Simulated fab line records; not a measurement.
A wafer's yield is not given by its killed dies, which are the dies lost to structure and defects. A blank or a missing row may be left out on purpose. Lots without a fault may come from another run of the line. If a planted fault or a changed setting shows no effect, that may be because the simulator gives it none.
fab line records ; flow nand-harc
record: lots: 5; wafers: 15; last-day: 25
route steps=1159 shown A_CONTACT@943 END@1159
lots that met no fault: from a run of the same line without faults
start-h: hours from the record's first day to the start of the lot's first wafer shown ; wait-h: hours elapsed since this lot's preceding step ; " same as the row above ; L1.1+2: a single row standing in for several wafers ; - no value, or no start was given ; * or withheld: withheld ; < > ~ a bound
route shown NAME@n: a module of which the file shows steps, and the number in the route of the first ; usual: mean/standard deviation of fault-free wafers ; same: alike in all rows ; chamber/n: place in a boat ; sites: per-site readings ; _std_site: standard deviation across them ; _edge_site: mean of outer sites minus mean of inner sites ; radius-mm: how far each site lies from the wafer's centre ; mask NAME#n: copy n ; behind: tool/chamber where the wafer was last shaped ; hold: the reason the lot was held/the length of the hold in hours/how it ended ; device: transistor that didn't switch, given as n, p or np ; end of line: tests of these same wafers at the route's end ; a step given without rows: its recipe and nothing more ; killed: dies lost to structure and defects at the first sort, not the wafer's yield ; map: the dies of a wafer, with x for killed, . for not killed, _ for no die there
set.NAME: the run value of the setting; set.NAME@STEP: its run value at that earlier step ; model.NAME: the simulator's own value behind a step, which no gauge read
certain route steps with their lots: each step a table, each wafer a row
services: from which hour (start-h, from the record's first day; less than 0 if before it) a tool's chamber was out of use, for how many hours, and why
== steps ==
step: NHARC_A_CONTACT_ETCH_134
recipe: source-w: withheld; pressure-mtorr: 20; bias-v: withheld; time-s: 140; target-depth-a: 7000; ar-flow-sccm: withheld; c4f8-flow-sccm: withheld; o2-flow-sccm: withheld; chemistry: C4F8/O2/Ar
step: NHARC_A_CONTACT_ETCH_135
recipe: source-w: withheld; pressure-mtorr: 20; bias-v: 3000; time-s: 132; target-depth-a: 12870; ar-flow-sccm: withheld; c4f8-flow-sccm: withheld; o2-flow-sccm: withheld; chemistry: C4F8/O2/Ar
lot.wafer;tool;chamber;start-h;wait-h;rf-hours-counter-h
L701.1;har-cap-etch-02;1;381.69;0.2;11
L701.2;har-cap-etch-02;0;381.69;0.2;11
L701.6;har-cap-etch-02;1;381.69;0.2;-
L703.2;har-cap-etch-02;0;401.17;0.2;15
L703.5;har-cap-etch-02;0;401.17;0.2;-
L703.6;har-cap-etch-02;1;401.17;0.2;-
L714.1;har-cap-etch-02;0;458.42;0.2;25
L714.3;har-cap-etch-02;1;458.42;0.2;-
L714.5;har-cap-etch-02;1;458.42;0.2;-
L718.1;har-cap-etch-02;0;493.87;0.2;31
L718.4;har-cap-etch-02;1;493.87;0.2;-
L718.5;har-cap-etch-02;1;493.87;0.2;-
L723.1;har-cap-etch-01;0;536.53;0.2;82
L723.4;har-cap-etch-01;0;536.53;0.2;-
L723.5;har-cap-etch-01;1;536.53;0.2;-
step: NHARC_A_CONTACT_ETCH_136
recipe: source-w: withheld; pressure-mtorr: 20; bias-v: 3000; time-s: 132; target-depth-a: 12870; ar-flow-sccm: withheld; c4f8-flow-sccm: withheld; o2-flow-sccm: withheld; chemistry: C4F8/O2/Ar
step: NHARC_A_CONTACT_ETCH_137
recipe: source-w: withheld; pressure-mtorr: 20; bias-v: 3000; time-s: 132; target-depth-a: 12870; ar-flow-sccm: withheld; c4f8-flow-sccm: withheld; o2-flow-sccm: withheld; chemistry: C4F8/O2/Ar
lot.wafer;tool;chamber;start-h;wait-h;rf-hours-counter-h
L701.1;har-cap-etch-02;1;381.94;0.1;11
L701.2;har-cap-etch-02;0;381.94;0.1;11
L701.6;har-cap-etch-02;1;381.94;0.1;-
L703.2;har-cap-etch-02;0;401.41;0.1;15
L703.5;har-cap-etch-02;0;401.41;0.1;-
L703.6;har-cap-etch-02;1;401.41;0.1;-
L714.1;har-cap-etch-02;0;458.67;0.1;25
L714.3;har-cap-etch-02;1;458.67;0.1;-
L714.5;har-cap-etch-02;1;458.67;0.1;-
L718.1;har-cap-etch-02;0;494.11;0.1;31
L718.4;har-cap-etch-02;1;494.11;0.1;-
L718.5;har-cap-etch-02;1;494.11;0.1;-
L723.1;har-cap-etch-01;0;536.78;0.1;82
L723.4;har-cap-etch-01;0;536.78;0.1;-
L723.5;har-cap-etch-01;1;536.78;0.1;-
step: NHARC_A_CONTACT_ETCH_138
recipe: source-w: withheld; pressure-mtorr: 20; bias-v: 3000; time-s: 132; target-depth-a: 12890; ar-flow-sccm: withheld; c4f8-flow-sccm: withheld; o2-flow-sccm: withheld; chemistry: C4F8/O2/Ar
lot.wafer;tool;chamber;start-h;wait-h;rf-hours-counter-h
L701.1;har-cap-etch-02;1;382.06;0.1;12
L701.2;har-cap-etch-02;0;382.06;0.1;12
L701.6;har-cap-etch-02;1;382.06;0.1;-
L703.2;har-cap-etch-02;0;401.53;0.1;15
L703.5;har-cap-etch-02;0;401.53;0.1;-
L703.6;har-cap-etch-02;1;401.53;0.1;-
L714.1;har-cap-etch-02;0;458.79;0.1;25
L714.3;har-cap-etch-02;1;458.79;0.1;-
L714.5;har-cap-etch-02;1;458.79;0.1;-
L718.1;har-cap-etch-02;0;494.24;0.1;31
L718.4;har-cap-etch-02;1;494.24;0.1;-
L718.5;har-cap-etch-02;1;494.24;0.1;-
L723.1;har-cap-etch-01;0;536.90;0.1;82
L723.4;har-cap-etch-01;0;536.90;0.1;-
L723.5;har-cap-etch-01;1;536.90;0.1;-
step: NHARC_A_CONTACT_ETCH_139
recipe: source-w: withheld; pressure-mtorr: 20; bias-v: 400; time-s: 137; target-depth-a: 5900; ar-flow-sccm: withheld; c4f8-flow-sccm: 11.5; o2-flow-sccm: 7.2; chemistry: C4F8/O2/Ar
step: NHARC_A_CONTACT_ETCH_92
recipe: target-depth-a: 400; over-etch-frac: 0.5; time-s: 85.7; ion-energy-ev: 120; ch3f-flow-sccm: 50; o2-flow-sccm: 30; ar-flow-sccm: 200; rf-w: 500; bias-w: 100; chemistry: CH3F/O2
step: NHARC_A_CONTACT_ETCH_98
recipe: target-depth-a: 200; over-etch-frac: 0.5; time-s: 10; ion-energy-ev: 250; c4f6-flow-sccm: 25; o2-flow-sccm: 20; ar-flow-sccm: 500; rf-w: 600; bias-w: 500; chemistry: C4F6/O2
usual: drypump-motor-current-A: 5.7/0.48; mfc-ar-sccm: 500.0/1.7; oes-product-au: 0.958/0.019; rf-vpp-V: 545.9/2.5; showerhead-plenum-p-Torr: 3.88/0.12; throttle-valve-pct: 26.902/0.0095
lot.wafer;tool;chamber;start-h;wait-h;drypump-motor-current-A;mfc-ar-sccm;oes-product-au;rf-hours-counter-h;rf-vpp-V;showerhead-plenum-p-Torr;throttle-valve-pct
L701.1;rie-diel-01;0;-;-;5.7;499.8;0.961;15;545.5;3.89;26.916
L701.2;rie-diel-01;2;-;-;5.1;502.1;0.981;12;543.7;3.81;26.910
L701.6;rie-diel-01;0;-;-;5.6;498.5;0.964;-;545.8;3.89;26.911
L703.2;rie-diel-01;2;-;-;5.1;501.3;0.946;17;545.4;3.80;26.899
L703.6;rie-diel-01;2;-;-;5.1;501.6;0.951;-;544.3;3.80;26.906
L703.5;rie-diel-01;3;-;-;6.2;501.5;0.936;-;545.1;3.81;26.909
L714.1;rie-diel-12;1;-;-;5.3;499.1;1.007;25;547.6;3.97;26.889
L714.3;rie-diel-12;3;-;-;5.9;500.8;0.996;26;543.3;3.78;26.891
L714.5;rie-diel-12;1;-;-;5.3;498.2;1.013;-;547.4;3.97;26.898
L718.1;rie-diel-12;0;-;-;6.7;501.5;0.969;22;545.4;3.84;26.903
L718.4;rie-diel-12;2;-;-;5.7;499.9;0.939;37;542.6;3.72;26.892
L718.5;rie-diel-12;1;-;-;5.4;496.7;0.973;-;547.2;3.96;26.909
L723.1;rie-diel-02;3;-;-;6.2;497.4;0.941;8;548.5;4.02;26.889
L723.4;rie-diel-02;0;-;-;6.5;497.6;0.950;8;545.3;3.79;26.906
L723.5;rie-diel-02;2;-;-;5.4;498.6;0.956;-;551.5;4.18;26.911
step: NHARC_A_CONTACT_CD_MEAS_15
usual: cd-nm: 90.0/0.66
lot.wafer;tool;chamber;start-h;wait-h;cd-nm
L701.1;cd-sem-03;-;382.83;-;90.3
L701.2;cd-sem-03;-;382.83;-;89.6
L701.6;cd-sem-03;-;382.83;-;91.0
L703.2;cd-sem-02;-;402.33;-;89.8
L703.5;cd-sem-02;-;402.33;-;89.3
L703.6;cd-sem-02;-;402.33;-;89.9
L714.1;cd-sem-01;-;459.56;-;89.8
L714.3;cd-sem-01;-;459.56;-;89.2
L714.5;cd-sem-01;-;459.56;-;90.2
L718.1;cd-sem-03;-;495.00;-;89.7
L718.4;cd-sem-03;-;495.00;-;88.6
L718.5;cd-sem-03;-;495.00;-;88.2
L723.1;cd-sem-01;-;537.62;-;90.0
L723.4;cd-sem-01;-;537.62;-;89.9
L723.5;cd-sem-01;-;537.62;-;90.4
step: NHARC_A_CONTACT_STRIP_107
recipe: n2-flow-sccm: 150; h2-flow-sccm: 150; ar-flow-sccm: 0; bias-w: 0; chemistry: N2/H2
step: NHARC_A_CONTACT_STRIP_108
recipe: cf4-flow-sccm: 100; chf3-flow-sccm: 30; ar-flow-sccm: 0; bias-w: 0; chemistry: CF4/CHF3
step: NHARC_A_CONTACT_STRIP_109
recipe: o2-flow-sccm: 400; cos-flow-sccm: 20; ar-flow-sccm: 0; bias-w: 0; chemistry: O2/COS
step: NHARC_A_CONTACT_ETCH_110
recipe: target-depth-a: 500; overetch-a: 50; time-s: 27.5; ion-energy-ev: 100; cf4-flow-sccm: 80; o2-flow-sccm: 20; ar-flow-sccm: 0; rf-w: 300; bias-w: 100; chemistry: CF4/O2
usual: drypump-motor-current-A: 5.8/0.51; mfc-ar-sccm: 0.010/0.011; oes-product-au: 1.000/0.01; rf-vpp-V: 197.5/1.2; showerhead-plenum-p-Torr: 1.32/0.045; throttle-valve-pct: 13.397/0.0092
lot.wafer;tool;chamber;start-h;wait-h;drypump-motor-current-A;mfc-ar-sccm;oes-product-au;rf-hours-counter-h;rf-vpp-V;showerhead-plenum-p-Torr;throttle-valve-pct
L701.1;rie-diel-01;2;383.13;0.1;5.1;0;1.013;12;196.3;1.29;13.394
L701.2;rie-diel-01;0;383.13;0.1;5.6;0;1.011;15;197.4;1.32;13.396
L701.6;rie-diel-01;1;383.13;0.1;5.4;0.013;0.988;-;199.2;1.39;13.390
L703.2;rie-diel-12;1;402.77;0.1;5.3;0.019;1.017;6;198.3;1.35;13.410
L703.5;rie-diel-12;3;402.77;0.1;5.9;0.016;0.992;-;196.4;1.29;13.396
L703.6;rie-diel-12;0;402.77;0.1;6.7;0.030;0.998;-;197.8;1.31;13.390
L714.3;rie-diel-01;0;460.09;0.1;5.6;0;0.932;29;197.5;1.32;13.403
L714.1;rie-diel-01;3;460.09;0.1;6.2;0.006;0.986;28;195.1;1.29;13.393
L714.5;rie-diel-01;0;460.09;0.1;5.7;0;0.932;-;196.6;1.32;13.397
L718.1;rie-diel-02;1;495.32;0.0;6.7;0.035;0.998;59;196.7;1.30;13.386
L718.4;rie-diel-02;3;495.32;0.0;6.1;0.024;0.999;63;198.4;1.37;13.406
L718.5;rie-diel-02;2;495.32;0.0;5.4;0.006;1.010;-;199.5;1.43;13.387
L723.1;rie-diel-02;2;537.96;0.1;5.4;0.006;0.980;8;200.0;1.43;13.409
L723.4;rie-diel-02;3;537.96;0.1;6.1;0.024;0.989;8;198.2;1.37;13.398
L723.5;rie-diel-02;2;537.96;0.1;5.4;0.006;0.992;-;199.3;1.43;13.367
step: NHARC_A_CONTACT_STRIP_26
recipe: o2-flow-sccm: 500; ar-flow-sccm: 0; bias-w: 0; chemistry: O2
usual: drypump-motor-current-A: 5.8/0.51; mfc-ar-sccm: 0.010/0.011; oes-product-au: 1.000/0.0099; rf-vpp-V: 57.7/0.88; showerhead-plenum-p-Torr: 3.49/0.11; throttle-valve-pct: 17.037/0.0094
lot.wafer;tool;chamber;start-h;wait-h;drypump-motor-current-A;mfc-ar-sccm;oes-product-au;rf-hours-counter-h;rf-vpp-V;showerhead-plenum-p-Torr;throttle-valve-pct
L701.2;rie-diel-01;3;-;-;6.2;0.006;0.995;14;58.7;3.42;17.034
L701.1;rie-diel-01;0;-;-;5.7;0;0.997;15;57.6;3.49;17.043
L701.6;rie-diel-01;3;-;-;6.2;0.006;0.986;-;56.9;3.42;17.031
L703.2;rie-diel-12;0;-;-;6.7;0.030;1.005;6;58.2;3.46;17.031
L703.5;rie-diel-12;3;-;-;5.9;0.016;1.000;-;57.3;3.41;17.039
L703.6;rie-diel-12;0;-;-;6.6;0.030;1.004;-;57.7;3.46;17.022
L714.3;rie-diel-01;1;-;-;5.4;0.013;0.991;28;57.0;3.66;17.037
L714.1;rie-diel-01;3;-;-;6.2;0.006;0.991;28;57.0;3.42;17.043
L714.5;rie-diel-01;1;-;-;5.4;0.013;0.999;-;58.7;3.66;17.018
L718.4;rie-diel-02;2;-;-;5.4;0.006;1.003;64;58.9;3.77;17.037
L718.1;rie-diel-02;3;-;-;6.1;0.024;0.998;63;57.3;3.62;17.041
L718.5;rie-diel-02;2;-;-;5.4;0.006;0.997;-;58.1;3.77;17.043
L723.1;rie-diel-02;1;-;-;6.7;0.035;1.015;8;57.6;3.42;17.036
L723.4;rie-diel-02;2;-;-;5.4;0.006;0.983;8;58.4;3.76;17.025
L723.5;rie-diel-02;0;-;-;6.6;0.024;0.995;-;56.0;3.40;17.042
step: NHARC_END_SORT_01
recipe: temp-c: 25
usual: killed-at-array: 27/11; killed-at-other: 0.6/1; killed-at-periphery: 3.0/2.1; killed-dies: 31/12; killed-open: 3.2/1.7; killed-short: 1.7/1.4
same: gross-dies: 677
lot.wafer;tool;chamber;start-h;wait-h;killed-at-array;killed-at-other;killed-at-periphery;killed-dies;killed-open;killed-short
L714.3;prober-02;0;513.94;3.1;649;0;2;651;2;1
L714.5;prober-02;0;515.52;3.7;648;0;2;650;5;2
L718.1;prober-02;0;549.28;2.5;20;0;4;24;5;1
L718.4;prober-02;0;551.71;3.4;14;1;7;22;4;0
L718.5;prober-02;0;552.51;3.7;14;0;10;24;1;1
killed by level:class
L714.3 A_CONTACT:area-etch=633 A_CHANNEL_HOLE_D1:chamber-film-flake=5 A_CONTACT:chamber-film-flake=5 A_M1:chamber-film-flake=3 A_STAIRCASE:chamber-film-flake=2 P_GATE:geometric-particle:open=1 P_M0:geometric-particle:short=1 A_CHANNEL_FILL_D1:geometric-particle:open=1
L714.5 A_CONTACT:area-etch=633 A_CHANNEL_HOLE_D1:chamber-film-flake=5 A_STAIRCASE:chamber-film-flake=2 P_CONTACT:geometric-particle:open=1 A_ONON_D1:geometric-particle:short=1 A_CHANNEL_FILL_D1:geometric-particle:short=1 A_CHANNEL_FILL_D1:geometric-particle:open=1 A_SLIT:geometric-particle:open=1
L718.1 A_CONTACT:chamber-film-flake=6 A_STAIRCASE:chamber-film-flake=4 A_CHANNEL_HOLE_D1:chamber-film-flake=3 P_STI:chamber-film-flake=2 A_ZERO_WELL:chamber-film-flake=2 P_M0:geometric-particle:open=1 A_SOURCE_PLATE:geometric-particle:open=1 A_ONON_D1:geometric-particle:open=1
L718.4 A_CHANNEL_HOLE_D1:chamber-film-flake=6 A_STAIRCASE:chamber-film-flake=4 A_M0:geometric-particle:open=2 P_STI:chamber-film-flake=2 P_GATE:geometric-particle:open=1 P_CONTACT:geometric-particle:open=1 P_ZERO_WELL:chamber-film-flake=1 P_GATE:chamber-film-flake=1
L718.5 P_STI:chamber-film-flake=6 A_CHANNEL_HOLE_D1:chamber-film-flake=6 A_STAIRCASE:chamber-film-flake=3 A_CONTACT:chamber-film-flake=3 P_M2:chamber-film-flake=2 P_M0:geometric-particle:open=1 A_M0:geometric-particle:short=1 P_ZERO_WELL:chamber-film-flake=1
map L714.3 (x killed, . not)
____________x____________
_________..xxx.x_________
_______xxxxx.xxxxx_______
______x.x.xx.xx.xxx______
_____xxx.xxx.xxxxxxx_____
____x.x.xxxxxxxxxxxx.____
____.xxxxxxxxxxxxxxxx____
___xxxx.xxxxxxxxx.xxxx___
___.xx.x.xxxxxxxxxxxxx___
__xxxxxxxxxxxxxxxxxxxxx__
__xxxxxxxxxxxxxxxxxxxxx__
_xxxxxxxxxxxxxx.xxxxxxxx_
_xxxxxxxxxxxxxxxxxxxxxxx_
_xxxxxxxxxxxxxxxxxxxxxxx_
_.xxxxxxxxxxxxxxxxxxxxxx_
_xxxxxxxxxxxxxxxxxxxxxxx_
xxxxxxxxxxxxxxxxxxxxxxxxx
xxxxxxxxxxxxxxxxxxxxxxxxx
x.xxxxxxxxxxxxxxxxxxxxxxx
xxxxxxxxxxxxxxxxxxxxxxxxx
x.xxxxxxxxxxxxxxxxxxxxxxx
_xxxxxxxxxxxxxxxxxxxxxxx_
_xxxxxxxxxxxxxxxxxxxxxxx_
_x.xxxxxxxxxxxxxxxxxxxxx_
_xxxxxxxxxxxxxxxxxxxxxxx_
_xxxxxxxxxxxxxxxxxxxxxxx_
__.xxxxxxxxxxxxxxxxxxxx__
__xxxxxxxxxxxxxxxxxxxxx__
___xxxxxxxxxxxxxxxxxxx___
___xxxxxxxxxxxxxxxxxxx___
____xxxxxxxxxxxxxxxxx____
____xxxxxxxxxxx.xxxxx____
_____xxxxxxxxxxxxxxx_____
______xxxxxxxxxxxxx______
_______xxxxxxxxxxx_______
_________xxxxxxx_________
____________x____________
map L701.2 (x killed, . not)
____________.____________
_________......._________
_______..........._______
______.............______
_____..........x...._____
____.................____
____.................____
___......x.....x......___
___........x..........___
__..x..................__
__.....................__
_......................x_
_...................x.x._
_................x......_
_......................._
_........x......x......._
...................x.....
..x................x.....
x........................
x...............x........
.x..x..x.................
_xx....................._
_.xxx..................._
_......................._
_.xx...................x_
_x......................_
__x....................__
__.....................__
___...................___
___...x...............___
____.................____
____.x..........x....____
_____..............._____
______.............______
_______..........._______
_________......._________
____________.____________
== services ==
tool;chamber;start-h;hours;kind
rie-diel-01;0;372.97;-;clean
rie-diel-01;1;372.97;-;clean
rie-diel-01;2;372.97;-;clean
rie-diel-01;3;372.97;-;clean
rie-diel-12;-;379.62;9.0;pm
rie-diel-01;0;397.60;-;clean
rie-diel-01;1;397.60;-;clean
rie-diel-01;2;397.60;-;clean
rie-diel-01;3;397.60;-;clean
rie-diel-12;0;412.71;46.5;repair
har-cap-etch-01;-;420.51;0.6;repair
rie-diel-01;0;422.10;-;clean
rie-diel-01;1;422.10;-;clean
rie-diel-01;2;422.10;-;clean
rie-diel-01;3;422.10;-;clean
rie-diel-01;1;432.22;3.1;repair
rie-diel-01;0;446.60;-;clean
rie-diel-01;1;446.60;-;clean
rie-diel-01;2;446.60;-;clean
rie-diel-01;3;446.60;-;clean
rie-diel-01;2;485.49;7.9;repair
rie-diel-01;-;492.13;9.0;pm
rie-diel-02;-;505.00;9.0;pm
rie-diel-12;1;525.96;3.7;repair
== key ==
first-sign: step: NHARC_A_CONTACT_ETCH_110; reading: oes-product-au; direction: down; sigmas: 6.6; usual: 1.000; struck: 0.932
effect: step: NHARC_END_SORT_01; reading: killed-at-array; direction: up; sigmas: 54; usual: 27; struck: 648
more-kills-born-at: NHARC_A_CONTACT_ETCH_110@rie-diel-01: 1266
met-at NHARC_A_CONTACT_ETCH_110
struck-wafers L714.3,L714.5
later-rows-left-out L714.3,L714.5
tester-left-out L714
onset-between 383.13 460.09
fault: kind: process-parameter-drift; tool: rie-diel-01; chamber: 0; onset-h: 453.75; steps: NHARC_A_CONTACT_ETCH_110; channel: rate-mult; offset: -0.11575; shape: step; end-h: 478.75
tester-left-out: of these lots the tester's yield and bins aren't shown, on N5 and GAA mostly nor the transistor test; their killed dies are dies lost to structure and defects alone, not to doping, threshold or leakage, so they don't give the yield
later-rows-left-out: the simulator's readings of these wafers behind a module that went badly wrong aren't trusted and aren't shown, but for the sort
